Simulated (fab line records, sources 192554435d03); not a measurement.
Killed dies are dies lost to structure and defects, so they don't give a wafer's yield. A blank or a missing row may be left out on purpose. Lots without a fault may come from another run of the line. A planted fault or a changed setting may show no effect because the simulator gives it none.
One fault seen from 2 desks | flow n5_finfet | each desk has only its own numbers; what lay behind them comes last

THE TOOL OWNER'S DESK: ald_sin-02
The tool's own readings at N5_FIN_SAQP_ALD_61 (deposits SiO2, target thk 4 nm, pulse time 1 s, purge time 2 s): means of the sampled wafers that have a number, for each lot that ran on this tool. A lot is out of limits, marked OUT, if its mean lies more than 4 standard deviations from the usual mean; the brackets give that distance.
Columns: A = heater_power_w at N5_FIN_SAQP_ALD_61, usual 456 W; B = precursor_pulse_height_rel at N5_FIN_SAQP_ALD_61, usual 1.003; C = susceptor_temp_C at N5_FIN_SAQP_ALD_61, usual 299.99 C
lot  | first seen here | A   | B     | C
L265 | day 1 21:58     | 461 | 1.002 | 299.91
L266 | day 2 02:17     | 465 | 1.007 | 300.14
L271 | day 3 08:13     | 481 | 1.004 | 299.94
L277 | day 4 20:41     | 367 | 0.990 | 269.09 (-99 or more) OUT
L278 | day 5 03:14     | 369 | 1.011 | 268.94 (-99 or more) OUT
L288 | day 7 14:40     | 483 | 0.996 | 299.82
This desk's finding: out of limits on L277, L278; first on L277, day 4 20:41 (susceptor_temp_C at N5_FIN_SAQP_ALD_61). In limits: L265, L266, L271, L288.

THE METROLOGY DESK
What the gauges read, lot by lot, whatever tool the lot ran on: means of the sampled wafers that have a number. A lot is out of limits, marked OUT, if its mean lies more than 4 standard deviations from the usual mean; the brackets give that distance. Of its 11 readings 7 are shown: those that lie furthest out on some lot.
Columns: A = thk_nm at N5_FIN_SAQP_THK_MEAS_05, usual 37.9 nm; B = IOFF_N at N5_BEOL_M4_RC_MEAS_101, usual 0.16 nA/um; C = IOFF_P at N5_BEOL_M4_RC_MEAS_101, usual 0.22 nA/um; D = ION_N at N5_BEOL_M4_RC_MEAS_101, usual 675 uA/um; E = ION_P at N5_BEOL_M4_RC_MEAS_101, usual 465 uA/um; F = VT_N at N5_BEOL_M4_RC_MEAS_101, usual 250 mV; G = VT_P at N5_BEOL_M4_RC_MEAS_101, usual -249 mV
lot  | first seen here | A    | B    | C    | D   | E   | F   | G
L265 | day 1 22:38     | 37.8 | 0.19 | 0.23 | 689 | 468 | 248 | -250
L266 | day 2 02:52     | 37.9 | 0.15 | 0.24 | 667 | 467 | 252 | -247
L269 | day 2 20:38     | 37.4 | 0.11 | 0.17 | 650 | 455 | 256 | -251
L271 | day 3 08:44     | 37.5 | 0.15 | 0.22 | 673 | 467 | 248 | -249
L272 | day 3 15:23     | 38.4 | 0.19 | 0.27 | 682 | 474 | 248 | -246
L277 | day 4 21:18     | 38.0 | 0.19 | 0.28 | 698 | 481 | 247 | -244
L278 | day 5 03:58     | 38.2 | 0.15 | 0.22 | 673 | 467 | 251 | -248
L283 | day 6 09:17     | 38.0 | 0.16 | 0.20 | 678 | 464 | 250 | -252
L284 | day 6 15:36     | 36.8 | 0.14 | 0.19 | 658 | 454 | 254 | -252
L286 | day 7 03:33     | 38.1 | 0.16 | 0.19 | 672 | 453 | 255 | -253
L288 | day 7 15:13     | 37.8 | 0.14 | 0.17 | 665 | 453 | 255 | -255
This desk's finding: nothing out of limits on any of the 11 lots.

PUT TOGETHER
The tool owner's desk could have raised an alarm at day 4 20:41, on L277, L278.
The metrology desk saw nothing out of limits.
The metrology desk has L277, L278 on record, within its limits.
Of the lots named, all ran N5_FIN_SAQP_ALD_61 on ald_sin-02.

WHAT THE SIMULATOR HAD PUT IN
Process parameter drift: ald_sin-02, from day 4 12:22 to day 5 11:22, at N5_FIN_SAQP_ALD_61. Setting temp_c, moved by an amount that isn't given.
Lots struck among those shown: L277, L278.
Hours from the fault's start to each desk's first reading out of limits: the tool owner's desk, 8.
